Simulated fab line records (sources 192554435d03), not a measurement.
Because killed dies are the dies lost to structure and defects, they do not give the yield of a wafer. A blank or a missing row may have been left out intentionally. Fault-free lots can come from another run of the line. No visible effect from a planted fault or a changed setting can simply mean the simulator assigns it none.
Lot-split experiment :: flow n5Finfet :: on a route of 1938 steps: 7 lots, 39 wafers read

THE SPLIT
At N5_BEOL_M14_ETCH_59 (etches BARC in N2/H2, target depth 89 nm, overetch 26.7 nm, time 67.9 s), the setting timeS was moved away from the recipe's 67.9 s on 15 of the 39 wafers read, by -35.1% to +38.5%. For the rest of the wafers, this setting stayed at what the recipe calls for.

No step appears in the file between the split and the reading.

THE READING
coat_of_BEOL_M14_COAT_04.thkNm (the simulator's own value, which no gauge read), in nm, at N5_BEOL_M14_VIA_ETCH_16 (etches SiO2 in C4F8/O2/Ar, target depth 1231.3 nm). The file does not state a usual value for it. The 24 wafers here that ran the recipe average 452.4 nm, standard deviation 4.4 nm.

wafer: L074.1
tool, chamber at the split: rieDiel-02, 0
timeS as run, s: 94.03
against the recipe: +38.5%
coat_of_BEOL_M14_COAT_04.thkNm, nm: 429.4
against lot-mates on the recipe: -21.6

wafer: L074.2
tool, chamber at the split: rieDiel-02, 1
timeS as run, s: 67.9
against the recipe: recipe
coat_of_BEOL_M14_COAT_04.thkNm, nm: 450.2
against lot-mates on the recipe: -

wafer: L074.3
tool, chamber at the split: rieDiel-02, 3
timeS as run, s: 67.9
against the recipe: recipe
coat_of_BEOL_M14_COAT_04.thkNm, nm: 455.4
against lot-mates on the recipe: -

wafer: L074.4
tool, chamber at the split: rieDiel-02, 2
timeS as run, s: 94.03
against the recipe: +38.5%
coat_of_BEOL_M14_COAT_04.thkNm, nm: 427.4
against lot-mates on the recipe: -23.6

wafer: L074.5
tool, chamber at the split: rieDiel-02, 2
timeS as run, s: 94.03
against the recipe: +38.5%
coat_of_BEOL_M14_COAT_04.thkNm, nm: 424.8
against lot-mates on the recipe: -26.2

wafer: L074.6
tool, chamber at the split: rieDiel-02, 1
timeS as run, s: 67.9
against the recipe: recipe
coat_of_BEOL_M14_COAT_04.thkNm, nm: 447.4
against lot-mates on the recipe: -

wafer: L080.1
tool, chamber at the split: rieDiel-02, 0
timeS as run, s: 67.9
against the recipe: recipe
coat_of_BEOL_M14_COAT_04.thkNm, nm: 458.2
against lot-mates on the recipe: -

wafer: L080.2
tool, chamber at the split: rieDiel-02, 3
timeS as run, s: 67.9
against the recipe: recipe
coat_of_BEOL_M14_COAT_04.thkNm, nm: 455.8
against lot-mates on the recipe: -

wafer: L080.3
tool, chamber at the split: rieDiel-02, 2
timeS as run, s: 67.9
against the recipe: recipe
coat_of_BEOL_M14_COAT_04.thkNm, nm: 455
against lot-mates on the recipe: -

wafer: L080.4
tool, chamber at the split: rieDiel-02, 1
timeS as run, s: 67.9
against the recipe: recipe
coat_of_BEOL_M14_COAT_04.thkNm, nm: 447
against lot-mates on the recipe: -

wafer: L080.5
tool, chamber at the split: rieDiel-02, 2
timeS as run, s: 67.9
against the recipe: recipe
coat_of_BEOL_M14_COAT_04.thkNm, nm: 455.2
against lot-mates on the recipe: -

wafer: L080.6
tool, chamber at the split: rieDiel-02, 1
timeS as run, s: 67.9
against the recipe: recipe
coat_of_BEOL_M14_COAT_04.thkNm, nm: 451.4
against lot-mates on the recipe: -

wafer: L075.1
tool, chamber at the split: rieDiel-02, 3
timeS as run, s: 67.9
against the recipe: recipe
coat_of_BEOL_M14_COAT_04.thkNm, nm: 455.4
against lot-mates on the recipe: -

wafer: L075.2
tool, chamber at the split: rieDiel-02, 1
timeS as run, s: 67.9
against the recipe: recipe
coat_of_BEOL_M14_COAT_04.thkNm, nm: 453.8
against lot-mates on the recipe: -

wafer: L075.3
tool, chamber at the split: rieDiel-02, 0
timeS as run, s: 44.09
against the recipe: -35.1%
coat_of_BEOL_M14_COAT_04.thkNm, nm: 480.8
against lot-mates on the recipe: +27.9

wafer: L075.4
tool, chamber at the split: rieDiel-02, 2
timeS as run, s: 67.9
against the recipe: recipe
coat_of_BEOL_M14_COAT_04.thkNm, nm: 449.4
against lot-mates on the recipe: -

wafer: L075.5
tool, chamber at the split: rieDiel-02, 0
timeS as run, s: 44.09
against the recipe: -35.1%
coat_of_BEOL_M14_COAT_04.thkNm, nm: 472.4
against lot-mates on the recipe: +19.5

wafer: L075.6
tool, chamber at the split: rieDiel-02, 3
timeS as run, s: 44.09
against the recipe: -35.1%
coat_of_BEOL_M14_COAT_04.thkNm, nm: 476.2
against lot-mates on the recipe: +23.3

wafer: L083.1
tool, chamber at the split: rieDiel-06, 0
timeS as run, s: 67.9
against the recipe: recipe
coat_of_BEOL_M14_COAT_04.thkNm, nm: 454
against lot-mates on the recipe: -

wafer: L083.2
tool, chamber at the split: rieDiel-06, 3
timeS as run, s: 67.9
against the recipe: recipe
coat_of_BEOL_M14_COAT_04.thkNm, nm: 457.4
against lot-mates on the recipe: -

wafer: L083.3
tool, chamber at the split: rieDiel-06, 2
timeS as run, s: 47.54
against the recipe: -30.0%
coat_of_BEOL_M14_COAT_04.thkNm, nm: 467
against lot-mates on the recipe: +13.5

wafer: L083.4
tool, chamber at the split: rieDiel-06, 0
timeS as run, s: 67.9
against the recipe: recipe
coat_of_BEOL_M14_COAT_04.thkNm, nm: 449
against lot-mates on the recipe: -

wafer: L083.5
tool, chamber at the split: rieDiel-06, 3
timeS as run, s: 47.54
against the recipe: -30.0%
coat_of_BEOL_M14_COAT_04.thkNm, nm: 475.6
against lot-mates on the recipe: +22.1

wafer: L083.6
tool, chamber at the split: rieDiel-06, 2
timeS as run, s: 47.54
against the recipe: -30.0%
coat_of_BEOL_M14_COAT_04.thkNm, nm: 462
against lot-mates on the recipe: +8.5

wafer: L084.1
tool, chamber at the split: rieDiel-06, 1
timeS as run, s: 90.32
against the recipe: +33.0%
coat_of_BEOL_M14_COAT_04.thkNm, nm: 429.6
against lot-mates on the recipe: -22.0

wafer: L084.2
tool, chamber at the split: rieDiel-06, 3
timeS as run, s: 90.32
against the recipe: +33.0%
coat_of_BEOL_M14_COAT_04.thkNm, nm: 440.2
against lot-mates on the recipe: -11.4

wafer: L084.3
tool, chamber at the split: rieDiel-06, 2
timeS as run, s: 67.9
against the recipe: recipe
coat_of_BEOL_M14_COAT_04.thkNm, nm: 452.6
against lot-mates on the recipe: -

wafer: L084.4
tool, chamber at the split: rieDiel-06, 3
timeS as run, s: 90.32
against the recipe: +33.0%
coat_of_BEOL_M14_COAT_04.thkNm, nm: 439.8
against lot-mates on the recipe: -11.8

wafer: L084.5
tool, chamber at the split: rieDiel-06, 2
timeS as run, s: 67.9
against the recipe: recipe
coat_of_BEOL_M14_COAT_04.thkNm, nm: 454.4
against lot-mates on the recipe: -

wafer: L084.6
tool, chamber at the split: rieDiel-06, 1
timeS as run, s: 67.9
against the recipe: recipe
coat_of_BEOL_M14_COAT_04.thkNm, nm: 447.8
against lot-mates on the recipe: -

wafer: L088.3
tool, chamber at the split: rieDiel-06, 1
timeS as run, s: 67.9
against the recipe: recipe
coat_of_BEOL_M14_COAT_04.thkNm, nm: 440.8
against lot-mates on the recipe: -

wafer: L088.5
tool, chamber at the split: rieDiel-06, 2
timeS as run, s: 67.9
against the recipe: recipe
coat_of_BEOL_M14_COAT_04.thkNm, nm: 448.8
against lot-mates on the recipe: -

wafer: L088.6
tool, chamber at the split: rieDiel-06, 1
timeS as run, s: 67.9
against the recipe: recipe
coat_of_BEOL_M14_COAT_04.thkNm, nm: 447.2
against lot-mates on the recipe: -

wafer: L096.1
tool, chamber at the split: rieDiel-02, 3
timeS as run, s: 67.9
against the recipe: recipe
coat_of_BEOL_M14_COAT_04.thkNm, nm: 458.8
against lot-mates on the recipe: -

wafer: L096.2
tool, chamber at the split: rieDiel-02, 0
timeS as run, s: 67.9
against the recipe: recipe
coat_of_BEOL_M14_COAT_04.thkNm, nm: 458.2
against lot-mates on the recipe: -

wafer: L096.3
tool, chamber at the split: rieDiel-02, 1
timeS as run, s: 88.82
against the recipe: +30.8%
coat_of_BEOL_M14_COAT_04.thkNm, nm: 431.2
against lot-mates on the recipe: -25.6

wafer: L096.4
tool, chamber at the split: rieDiel-02, 2
timeS as run, s: 88.82
against the recipe: +30.8%
coat_of_BEOL_M14_COAT_04.thkNm, nm: 437.8
against lot-mates on the recipe: -19.0

wafer: L096.5
tool, chamber at the split: rieDiel-02, 0
timeS as run, s: 67.9
against the recipe: recipe
coat_of_BEOL_M14_COAT_04.thkNm, nm: 453.4
against lot-mates on the recipe: -

wafer: L096.6
tool, chamber at the split: rieDiel-02, 3
timeS as run, s: 88.82
against the recipe: +30.8%
coat_of_BEOL_M14_COAT_04.thkNm, nm: 432.8
against lot-mates on the recipe: -24.0

THE FIT
A straight line over all 39 wafers: coat_of_BEOL_M14_COAT_04.thkNm changes by -0.6 nm for each +1% of timeS; r = -0.94; the points scatter about the line by 4.7 nm.
The same after taking each lot's own level away (the mean of its wafers on the recipe; 39 wafers): -0.599 nm for each +1%; r = -0.95; scatter 4.2 nm.
According to that fit, moving timeS by its largest amount changes the reading by 23 nm.
The lots' own levels span 445.60 to 456.80 nm, that is 2.5 times the standard deviation above.
So the lot-to-lot level changes the slope little: the two slopes agree.
Check: with one of the wafers moved furthest among these (+38.5%) left out of the fit, the line predicts -23.3 nm for it against its lot-mates. Against them it came out at -21.6 nm.

THE OTHER SPLITS THESE WAFERS WENT THROUGH
Note: prior to the reading, these wafers also went through further splits. Each is held against what the fit with the lots' levels taken away leaves over:
other split on the same wafers: N5_BEOL_M10_ILD_DEP_00 targetThkA
wafers away from the commonest value: 15
r with coat_of_BEOL_M14_COAT_04.thkNm (lot level and that fit taken away): -0.04

THE WHOLE CHAIN: every reading that the file lists as answering this split, in the file's order
step: N5_BEOL_M14_ETCH_59
what it does: etches BARC in N2/H2, target depth 89 nm, overetch 26.7 nm, time 67.9 s
reading: coat_of_BEOL_M14_COAT_04.thkNm (the simulator's own value, which no gauge read)
change (the file's fit): -0.65 nm for each +1% of the setting
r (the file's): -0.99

step: N5_BEOL_M14_VIA_ETCH_16
what it does: etches SiO2 in C4F8/O2/Ar, target depth 1231.3 nm
reading: coat_of_BEOL_M14_COAT_04.thkNm (the simulator's own value, which no gauge read)
change (the file's fit): -0.6 nm for each +1% of the setting
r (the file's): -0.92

FILE'S OWN FIT
coat_of_BEOL_M14_COAT_04.thkNm changes by -0.6 nm for each +1% of timeS, r = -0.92.
